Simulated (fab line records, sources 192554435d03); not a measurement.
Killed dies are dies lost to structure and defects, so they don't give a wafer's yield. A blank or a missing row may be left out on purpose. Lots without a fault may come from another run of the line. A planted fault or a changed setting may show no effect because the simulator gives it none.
One fault seen from 2 desks | flow n5_finfet | each desk has only its own numbers; what lay behind them comes last

THE METROLOGY DESK
What the gauges read, lot by lot, whatever tool the lot ran on: means of the sampled wafers that have a number. A lot is out of limits, marked OUT, if its mean lies more than 4 standard deviations from the usual mean; the brackets give that distance.
Columns: A = cd_nm at N5_STI_FIN_REVEAL_CD_MEAS_22, usual 6.22 nm
lot  | first seen here | A
L764 | day 3 13:56     | 5.87
L766 | day 3 23:57     | 6.31
L767 | day 4 07:34     | 6.20
L769 | day 4 20:23     | 6.33
L770 | day 5 01:24     | 7.13
L771 | day 5 11:02     | 7.40 (+4.4) OUT
L778 | day 7 01:59     | 5.97
L779 | day 7 10:16     | 6.29
L780 | day 7 13:17     | 6.23
L781 | day 7 21:25     | 6.49
L782 | day 7 23:49     | 6.26
This desk's finding: out of limits on L771; first on L771, day 5 11:02 (cd_nm at N5_STI_FIN_REVEAL_CD_MEAS_22). In limits: L764, L766, L767, L769, L770, L778, L779, L780, L781, L782.

THE TOOL OWNER'S DESK: plasma_asher-01
The tool's own readings at N5_STI_FIN_REVEAL_OXIDATION_31 (chemistry O2 PLASMA REMOTE, time 20 s): means of the sampled wafers that have a number, for each lot that ran on this tool. A lot is out of limits, marked OUT, if its mean lies more than 4 standard deviations from the usual mean; the brackets give that distance.
Columns: A = chamber_pressure_mTorr at N5_STI_FIN_REVEAL_OXIDATION_31, usual 999.8 mTorr; B = drypump_motor_current_A at N5_STI_FIN_REVEAL_OXIDATION_31, usual 5.7 A; C = heater_power_w at N5_STI_FIN_REVEAL_OXIDATION_31, usual 137 W
lot  | first seen here | A      | B   | C
L766 | day 3 23:23     | 999.7  | 5.4 | 133
L767 | day 4 06:34     | 999.0  | 5.4 | 132
L769 | day 4 19:46     | 1000.5 | 5.4 | 132
L778 | day 7 01:28     | 999.4  | 5.4 | 131
L779 | day 7 09:46     | 1000.0 | 5.6 | 142
L780 | day 7 12:47     | 999.4  | 5.4 | 132
L781 | day 7 20:53     | 999.8  | 5.5 | 144
L782 | day 7 23:18     | 999.5  | 5.4 | 132
This desk's finding: nothing out of limits on any of the 8 lots.

PUT TOGETHER
The metrology desk could have raised an alarm at day 5 11:02, on L771.
The tool owner's desk saw nothing out of limits.
The tool owner's desk has no number on record for L771.
Of the lots named, all ran N5_STI_FIN_REVEAL_OXIDATION_31 on plasma_asher-01.

WHAT THE SIMULATOR HAD PUT IN
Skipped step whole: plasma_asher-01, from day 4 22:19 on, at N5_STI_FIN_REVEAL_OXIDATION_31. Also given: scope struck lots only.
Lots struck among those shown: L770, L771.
Hours from the fault's start to each desk's first reading out of limits: the metrology desk, 13.
